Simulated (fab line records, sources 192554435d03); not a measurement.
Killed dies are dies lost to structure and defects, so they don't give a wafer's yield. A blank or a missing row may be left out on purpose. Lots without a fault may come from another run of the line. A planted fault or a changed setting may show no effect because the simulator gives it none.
Chamber matching | flow n5_finfet | N5_FIN_SAQP_ETCH_65 on rie_si-01: 4 sister chambers
The step etches SiO2 in CF4, target depth 4 nm, time 4.4 s. 20 wafers are shown with their chamber, then 10 later ones without.

WAFERS WITH THEIR CHAMBER
wafer  | chamber | drypump_motor_current_A (A) | throttle_valve_pct (%) | oes_product_au (a.u.)
L080.1 | 3       | 5.6                         | 22.5                   | 0.982
L080.3 | 0       | 5.6                         | 21.7                   | 0.985
L080.4 | 1       | 4.6                         | 21.6                   | 0.985
L083.1 | 0       | 5.6                         | 21.7                   | 0.982
L083.2 | 3       | 5.6                         | 22.5                   | 0.975
L083.5 | 2       | 6.4                         | 21.0                   | 0.992
L084.2 | 3       | 5.6                         | 22.5                   | 0.987
L084.4 | 0       | 5.6                         | 21.7                   | 0.983
L084.6 | 2       | 6.4                         | 21.0                   | 0.990
L086.1 | 2       | 6.4                         | 21.0                   | 0.998
L086.2 | 3       | 5.6                         | 22.4                   | 0.965
L086.4 | 1       | 4.6                         | 21.6                   | 0.979
L087.1 | 0       | 5.6                         | 21.7                   | 0.985
L087.2 | 3       | 5.6                         | 22.4                   | 0.962
L087.3 | 1       | 4.6                         | 21.6                   | 0.968
L087.4 | 2       | 6.4                         | 20.9                   | 0.995
L087.5 | 2       | 6.4                         | 21.0                   | 0.996
L087.6 | 1       | 4.6                         | 21.6                   | 0.978
L090.1 | 0       | 5.6                         | 21.7                   | 0.987
L090.2 | 3       | 5.7                         | 22.5                   | 0.987

SIGNATURES (means of the wafers above)
reading                 | chamber 0 | chamber 1 | chamber 2 | chamber 3 | scatter within a chamber
drypump_motor_current_A | 5.600     | 4.600     | 6.400     | 5.617     | 0.0228
throttle_valve_pct      | 21.700    | 21.600    | 20.980    | 22.467    | 0.0365
oes_product_au          | 0.98440   | 0.97750   | 0.99420   | 0.97633   | 0.00707
Rule: a wafer's distance from a chamber is the root of the sum, over the readings, of the square of ((its reading less the chamber's mean) divided by the reading's scatter). The wafer belongs to the nearest chamber; if the next one is less than 2 further off, it can't be placed. The scatter: the root of (the sum of the squares of (reading less its chamber's mean) over the shown wafers, divided by (wafers less chambers)).

WAFERS WITHOUT THEIR CHAMBER
wafer  | drypump_motor_current_A (A) | throttle_valve_pct (%) | oes_product_au (a.u.)
L090.4 | 6.4                         | 21.0                   | 1.001
L091.1 | 4.6                         | 21.6                   | 0.985
L091.2 | 5.6                         | 22.4                   | 0.973
L091.3 | 6.4                         | 21.0                   | 0.996
L091.4 | 5.6                         | 22.4                   | 0.977
L091.5 | 4.6                         | 21.6                   | 0.987
L091.6 | 6.4                         | 21.0                   | 1.006
L092.3 | 5.6                         | 22.4                   | 0.981
L092.4 | 5.7                         | 22.4                   | 0.965
L092.5 | 4.6                         | 21.6                   | 0.986

WHICH CHAMBER EACH WENT THROUGH
wafer  | from the rows above | in truth
L090.4 | 2                   | 2
L091.1 | 1                   | 1
L091.2 | 3                   | 3
L091.3 | 2                   | 2
L091.4 | 3                   | 3
L091.5 | 1                   | 1
L091.6 | 2                   | 2
L092.3 | 3                   | 3
L092.4 | 3                   | 3
L092.5 | 1                   | 1
Placed correctly: 10 of 10. Can't be placed from these rows: 0. Placed wrongly: 0.
